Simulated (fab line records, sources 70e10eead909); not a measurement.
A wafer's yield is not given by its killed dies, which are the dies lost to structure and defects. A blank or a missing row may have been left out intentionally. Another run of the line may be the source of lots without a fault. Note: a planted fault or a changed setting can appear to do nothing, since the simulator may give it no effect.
A sampling plan put to the test	flow nandHarc	one fab line, 37 faults that these records tell of, each judged on the records of the lots that it struck; 2 more are left out, because the records don't allow judging them
The line's own looks make up the plan; these are the steps of the route where a gauge or inspection reads the wafer and leaves it unchanged. Where struck wafers have a number at a look and the file lists that look's usual mean and standard deviation on fault-free wafers, the look can be judged. Caught: 4 or more of those standard deviations (sigma) separate the usual mean from the mean of the struck wafers at a look after the fault's first step. On the tool: the test repeated on the tool's own readings taken at the fault's steps. If the struck wafers alone have a blank record, or they carry another recipe, that too counts as caught.

THE FAULTS, as the simulator had put them in
1. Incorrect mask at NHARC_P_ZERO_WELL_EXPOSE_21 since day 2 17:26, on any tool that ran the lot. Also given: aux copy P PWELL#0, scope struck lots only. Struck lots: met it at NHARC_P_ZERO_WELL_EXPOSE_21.
2. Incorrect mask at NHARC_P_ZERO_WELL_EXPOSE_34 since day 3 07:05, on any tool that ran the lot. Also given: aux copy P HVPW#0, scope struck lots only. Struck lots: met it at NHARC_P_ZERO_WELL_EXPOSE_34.
3. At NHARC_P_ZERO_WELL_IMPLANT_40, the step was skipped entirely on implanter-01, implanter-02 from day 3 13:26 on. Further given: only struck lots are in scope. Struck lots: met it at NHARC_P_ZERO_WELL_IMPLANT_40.
4. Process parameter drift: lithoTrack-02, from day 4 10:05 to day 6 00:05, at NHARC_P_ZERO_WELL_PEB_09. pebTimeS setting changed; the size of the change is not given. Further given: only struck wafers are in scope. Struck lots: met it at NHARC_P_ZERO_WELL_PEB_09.
5. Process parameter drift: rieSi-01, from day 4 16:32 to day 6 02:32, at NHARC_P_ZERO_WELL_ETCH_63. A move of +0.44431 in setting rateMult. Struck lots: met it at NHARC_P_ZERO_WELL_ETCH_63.
6. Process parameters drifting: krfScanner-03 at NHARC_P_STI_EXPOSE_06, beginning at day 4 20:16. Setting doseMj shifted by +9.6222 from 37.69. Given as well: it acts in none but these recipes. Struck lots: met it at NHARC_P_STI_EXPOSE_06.
7. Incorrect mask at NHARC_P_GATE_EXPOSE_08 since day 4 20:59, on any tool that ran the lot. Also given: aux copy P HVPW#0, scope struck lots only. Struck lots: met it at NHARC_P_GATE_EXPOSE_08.
8. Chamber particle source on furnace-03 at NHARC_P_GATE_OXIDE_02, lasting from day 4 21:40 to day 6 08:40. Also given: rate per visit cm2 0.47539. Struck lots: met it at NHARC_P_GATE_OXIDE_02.
9. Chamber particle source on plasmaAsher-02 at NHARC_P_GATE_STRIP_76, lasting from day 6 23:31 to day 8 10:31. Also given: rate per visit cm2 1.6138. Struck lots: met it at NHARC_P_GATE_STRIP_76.
10. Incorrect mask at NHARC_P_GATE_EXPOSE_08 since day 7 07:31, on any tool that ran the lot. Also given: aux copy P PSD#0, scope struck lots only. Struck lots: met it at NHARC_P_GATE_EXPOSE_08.
11. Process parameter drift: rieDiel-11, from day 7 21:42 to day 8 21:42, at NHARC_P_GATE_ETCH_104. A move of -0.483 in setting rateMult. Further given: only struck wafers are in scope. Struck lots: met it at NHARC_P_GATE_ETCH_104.
12. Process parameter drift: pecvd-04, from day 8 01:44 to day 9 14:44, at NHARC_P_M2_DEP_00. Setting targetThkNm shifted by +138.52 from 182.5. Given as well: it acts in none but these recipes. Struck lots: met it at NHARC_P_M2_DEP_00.
13. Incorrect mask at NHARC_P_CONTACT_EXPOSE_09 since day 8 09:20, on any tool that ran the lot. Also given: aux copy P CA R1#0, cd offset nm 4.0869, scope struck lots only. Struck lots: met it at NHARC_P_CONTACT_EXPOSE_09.
14. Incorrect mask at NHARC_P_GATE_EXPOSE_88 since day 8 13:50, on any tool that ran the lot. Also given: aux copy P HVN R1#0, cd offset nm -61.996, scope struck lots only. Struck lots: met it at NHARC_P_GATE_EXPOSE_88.
15. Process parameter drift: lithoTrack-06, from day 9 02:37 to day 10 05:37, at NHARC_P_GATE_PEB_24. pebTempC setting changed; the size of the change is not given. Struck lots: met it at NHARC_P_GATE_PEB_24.
16. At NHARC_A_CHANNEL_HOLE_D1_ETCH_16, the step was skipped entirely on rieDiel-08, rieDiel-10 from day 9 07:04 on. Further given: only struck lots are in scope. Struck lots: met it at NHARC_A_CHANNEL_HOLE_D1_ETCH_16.
17. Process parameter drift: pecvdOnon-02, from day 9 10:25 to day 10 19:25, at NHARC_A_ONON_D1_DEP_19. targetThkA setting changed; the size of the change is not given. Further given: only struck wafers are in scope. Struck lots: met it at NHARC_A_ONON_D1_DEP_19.
18. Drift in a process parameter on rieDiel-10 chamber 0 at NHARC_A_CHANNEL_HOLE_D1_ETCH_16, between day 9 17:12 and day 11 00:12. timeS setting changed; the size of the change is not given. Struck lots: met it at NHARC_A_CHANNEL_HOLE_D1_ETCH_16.
19. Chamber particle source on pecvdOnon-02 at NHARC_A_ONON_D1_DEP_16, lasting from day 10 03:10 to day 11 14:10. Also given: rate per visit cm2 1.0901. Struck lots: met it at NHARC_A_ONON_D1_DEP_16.
20. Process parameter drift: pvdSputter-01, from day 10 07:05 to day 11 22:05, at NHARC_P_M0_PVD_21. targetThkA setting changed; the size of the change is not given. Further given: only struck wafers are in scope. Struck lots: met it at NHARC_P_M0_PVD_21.
21. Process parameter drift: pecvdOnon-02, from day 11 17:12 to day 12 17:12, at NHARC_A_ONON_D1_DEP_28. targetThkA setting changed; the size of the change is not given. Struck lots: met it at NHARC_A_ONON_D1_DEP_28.
22. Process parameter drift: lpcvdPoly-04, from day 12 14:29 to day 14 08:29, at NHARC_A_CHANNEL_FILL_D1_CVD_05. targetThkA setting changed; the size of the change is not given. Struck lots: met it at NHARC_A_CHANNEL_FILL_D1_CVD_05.
23. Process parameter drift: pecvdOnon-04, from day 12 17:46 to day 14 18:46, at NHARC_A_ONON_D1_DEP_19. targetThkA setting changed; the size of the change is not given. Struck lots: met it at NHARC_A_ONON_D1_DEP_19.
24. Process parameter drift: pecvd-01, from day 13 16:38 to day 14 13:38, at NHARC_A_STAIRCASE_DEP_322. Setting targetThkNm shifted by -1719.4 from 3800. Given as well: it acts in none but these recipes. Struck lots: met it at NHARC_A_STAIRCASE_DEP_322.
25. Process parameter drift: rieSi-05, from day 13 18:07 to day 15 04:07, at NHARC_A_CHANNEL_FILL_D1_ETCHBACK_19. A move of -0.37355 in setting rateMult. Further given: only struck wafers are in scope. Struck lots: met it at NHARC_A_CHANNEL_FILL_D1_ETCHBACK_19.
26. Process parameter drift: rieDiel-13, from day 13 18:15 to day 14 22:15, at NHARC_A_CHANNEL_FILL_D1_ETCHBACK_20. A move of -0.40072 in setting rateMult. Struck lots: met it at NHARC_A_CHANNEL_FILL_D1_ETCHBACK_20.
27. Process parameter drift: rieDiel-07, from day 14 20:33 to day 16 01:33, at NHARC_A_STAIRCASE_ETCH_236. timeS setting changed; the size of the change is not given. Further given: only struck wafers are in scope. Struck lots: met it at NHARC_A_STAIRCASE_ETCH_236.
28. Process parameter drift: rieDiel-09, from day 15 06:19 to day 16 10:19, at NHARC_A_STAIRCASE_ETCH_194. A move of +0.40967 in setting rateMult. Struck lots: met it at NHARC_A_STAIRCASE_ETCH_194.
29. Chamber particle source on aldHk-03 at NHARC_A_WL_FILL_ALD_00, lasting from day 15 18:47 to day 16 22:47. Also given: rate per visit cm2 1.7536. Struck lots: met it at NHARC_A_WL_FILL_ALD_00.
30. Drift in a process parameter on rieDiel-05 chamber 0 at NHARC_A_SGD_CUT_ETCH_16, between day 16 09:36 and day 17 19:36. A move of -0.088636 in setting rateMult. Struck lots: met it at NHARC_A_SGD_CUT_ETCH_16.
31. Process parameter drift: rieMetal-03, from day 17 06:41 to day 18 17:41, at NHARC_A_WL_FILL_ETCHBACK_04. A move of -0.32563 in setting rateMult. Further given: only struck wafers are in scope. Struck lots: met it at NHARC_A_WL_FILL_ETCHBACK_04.
32. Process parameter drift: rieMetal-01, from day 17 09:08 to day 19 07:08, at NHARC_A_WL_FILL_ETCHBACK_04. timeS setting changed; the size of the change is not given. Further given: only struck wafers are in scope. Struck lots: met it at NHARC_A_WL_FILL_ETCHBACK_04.
33. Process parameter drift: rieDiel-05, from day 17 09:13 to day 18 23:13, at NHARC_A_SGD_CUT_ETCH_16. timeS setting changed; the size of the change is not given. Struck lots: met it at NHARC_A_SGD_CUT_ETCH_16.
34. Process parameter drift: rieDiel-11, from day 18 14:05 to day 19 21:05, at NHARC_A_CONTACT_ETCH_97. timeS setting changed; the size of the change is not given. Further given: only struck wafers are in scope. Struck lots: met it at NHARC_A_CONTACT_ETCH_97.
35. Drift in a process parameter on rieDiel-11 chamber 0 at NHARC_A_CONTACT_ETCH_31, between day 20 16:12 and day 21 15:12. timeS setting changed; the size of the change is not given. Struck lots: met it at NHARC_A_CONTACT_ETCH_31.
36. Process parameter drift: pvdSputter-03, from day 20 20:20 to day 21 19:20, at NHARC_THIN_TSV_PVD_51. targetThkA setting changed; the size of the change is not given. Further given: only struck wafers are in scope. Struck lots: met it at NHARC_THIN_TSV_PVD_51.
37. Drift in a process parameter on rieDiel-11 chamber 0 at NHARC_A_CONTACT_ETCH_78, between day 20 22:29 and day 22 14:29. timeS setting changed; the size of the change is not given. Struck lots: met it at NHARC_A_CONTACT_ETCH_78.

WHAT THE PLAN SAW
fault	on the tool itself	first look that catches it	reading, sigma	median hours from its first step to that look	hours from the fault's start to the first struck lot there	judged looks passed uncaught
1	under 2 sigma	NHARC_END_SORT_01	killedAtPeriphery +99 or beyond	423.1	425	0
2	no reading that can be judged	NHARC_END_SORT_01	killedAtPeriphery +99 or beyond	446.9	447	0
3	the tool's record is blank for the struck wafers	NHARC_END_SORT_01	killedAtPeriphery +99 or beyond	425.4	425	0
4	no reading that can be judged	none of the 2 looks that can be judged after it	strongest: cdNm at NHARC_P_ZERO_WELL_CD_MEAS_11, +3.3	-	-	2
5	oesProductAu +28 sigma	none of the 2 looks that can be judged after it	-	-	-	2
6	exposureDoseMJCm2 +99 or beyond sigma	NHARC_P_STI_CD_MEAS_09	cdNm +24	0.2	4	0
7	no reading that can be judged	NHARC_END_SORT_01	killedAtPeriphery +99 or beyond	374.6	372	0
8	under 2 sigma	NHARC_P_GATE_INSPECT_28	rawDefectCount +99 or beyond	20.4	25	0
9	under 2 sigma	NHARC_P_GATE_INSPECT_68	rawDefectCount +13	4.5	14	0
10	no reading that can be judged	NHARC_END_SORT_01	killedAtPeriphery +99 or beyond	362.4	360	0
11	oesProductAu -13 sigma	no look after it can be judged	-	-	-	0
12	no reading that can be judged	NHARC_END_SORT_01	killedAtPeriphery +99 or beyond	315.1	317	0
13	no reading that can be judged	NHARC_P_CONTACT_CD_MEAS_12	cdNm +7.1	0.1	8	0
14	no reading that can be judged	NHARC_P_GATE_CD_MEAS_91	cdNm -34	0.2	1	0
15	plateTempC -99 or beyond sigma	NHARC_P_GATE_CD_MEAS_26	cdNm +99 or beyond	0.1	3	0
16	the tool's record is blank for the struck wafers	NHARC_END_SORT_01	killedDies +58	276.8	268	0
17	no reading that can be judged	NHARC_A_ONON_D1_THK_MEAS_21	thkNm +52	0.5	27	0
18	runLengthS -99 or beyond sigma	NHARC_END_SORT_01	killedAtArray +13	268.6	282	0
19	under 2 sigma	NHARC_END_SORT_01	killedAtArray +8.2	272.0	283	0
20	under 2 sigma	NHARC_END_SORT_01	killedAtPeriphery +99 or beyond	330.6	327	0
21	under 2 sigma	NHARC_A_ONON_D1_THK_MEAS_30	thkNm -4.1	0.4	12	0
22	under 2 sigma	NHARC_END_WLT_00	VT_DECK1_TOP_INNER +10	224.9	230	1
23	no reading that can be judged	NHARC_A_ONON_D1_THK_MEAS_21	thkNm +6.7	0.4	8	0
24	under 2 sigma	NHARC_END_SORT_01	killedDies +58	170.2	161	0
25	oesProductAu -24 sigma	not the one look that can be judged after it	-	-	-	1
26	oesProductAu -5.5 sigma	NHARC_END_SORT_01	killedAtArray +58	234.1	234	0
27	runLengthS -42 sigma	NHARC_END_SORT_01	killedDies +58	193.9	218	0
28	oesProductAu +25 sigma	NHARC_END_SORT_01	killedDies +58	199.3	198	0
29	under 2 sigma	NHARC_END_SORT_01	killedAtArray +6.6	126.6	133	0
30	only faintly: oesProductAu -3.0 sigma	NHARC_END_SORT_01	killedAtArray +40	129.8	144	0
31	oesProductAu -26 sigma	NHARC_END_SORT_01	killedDies +17	103.4	114	0
32	runLengthS -99 or beyond sigma	NHARC_END_SORT_01	killedDies +58	101.0	104	0
33	runLengthS -27 sigma	NHARC_END_SORT_01	killedAtArray +22	124.7	134	0
34	runLengthS -10 sigma	NHARC_END_SORT_01	killedDies +58	61.7	75	0
35	runLengthS -99 or beyond sigma	NHARC_END_SORT_01	killedDies +24	57.6	58	0
36	under 2 sigma	NHARC_END_SORT_01	killedAtOther +99 or beyond	22.9	22	0
37	runLengthS -99 or beyond sigma	NHARC_END_SORT_01	killedAtArray +59	64.5	71	0
A dash: the fault isn't caught, or these records don't give the number.

Caught at a look: 33 of 37. Caught on the tool: 17 of 37. By one or the other: 36 of 37.
Faults 5, 11, 25 were caught on the tool alone.
Caught at a look alone: faults 1, 2, 7, 8, 9, 10, 12, 13, 14, 17, 19, 20, 21, 22, 23, 24, 29, 30, 36.
Caught by neither: fault 4.

THINNER SAMPLING
Were the look that catches a fault to measure just every second or every third lot (counted by lot number), the first struck lot would, at worst, be measured this late:
fault	struck lots at that look, in order of time	every lot	every second lot	every third lot
1	L359	425 h	may miss it	may miss it
2	L102	447 h	may miss it	may miss it
3	L325, L326, L327	425 h	427 h	441 h
6	L706, L712	4 h	may miss all 2	may miss all 2
7	L556	372 h	may miss it	may miss it
8	L432, L431	25 h	26 h	may miss all 2
9	L160, L162	14 h	may miss all 2	may miss all 2
10	L608	360 h	may miss it	may miss it
12	L758, L761	317 h	326 h	may miss all 2
13	L187	8 h	may miss it	may miss it
14	L791	1 h	may miss it	may miss it
15	L910, L911	3 h	18 h	may miss all 2
16	L594, L596	268 h	may miss all 2	may miss all 2
17	L966	27 h	may miss it	may miss it
18	L627, L629	282 h	may miss all 2	may miss all 2
19	L448, L451	283 h	292 h	may miss all 2
20	L605, L608	327 h	348 h	may miss all 2
21	L562, L567	12 h	19 h	may miss all 2
22	L361	230 h	may miss it	may miss it
23	L421, L423	8 h	may miss all 2	may miss all 2
24	L736, L738, L741	161 h	198 h	may miss all 3
26	L740, L745	234 h	244 h	may miss all 2
27	L375, L376	218 h	220 h	may miss all 2
28	L882, L885	198 h	220 h	may miss all 2
29	L784, L781	133 h	141 h	may miss all 2
30	L611	144 h	may miss it	may miss it
31	L685, L687	114 h	may miss all 2	may miss all 2
32	L317, L319, L322	104 h	138 h	may miss all 3
33	L483, L482	134 h	147 h	may miss all 2
34	L277, L278	75 h	93 h	may miss all 2
35	L430	58 h	may miss it	may miss it
36	L526, L527	22 h	26 h	may miss all 2
37	L159, L161	71 h	may miss all 2	may miss all 2
Hours: fault start to first struck lot measured. Since the struck wafers were tested as one group against 4 sigma, a single lot by itself may lie under the limit. Other struck lots may not be in these records.

THE LONGEST TIMED WAY FROM STEP TO LOOK
For fault 2, NHARC_P_ZERO_WELL_EXPOSE_34 and NHARC_END_SORT_01 are separated by a median of 446.9 hours. No look between them can be judged.
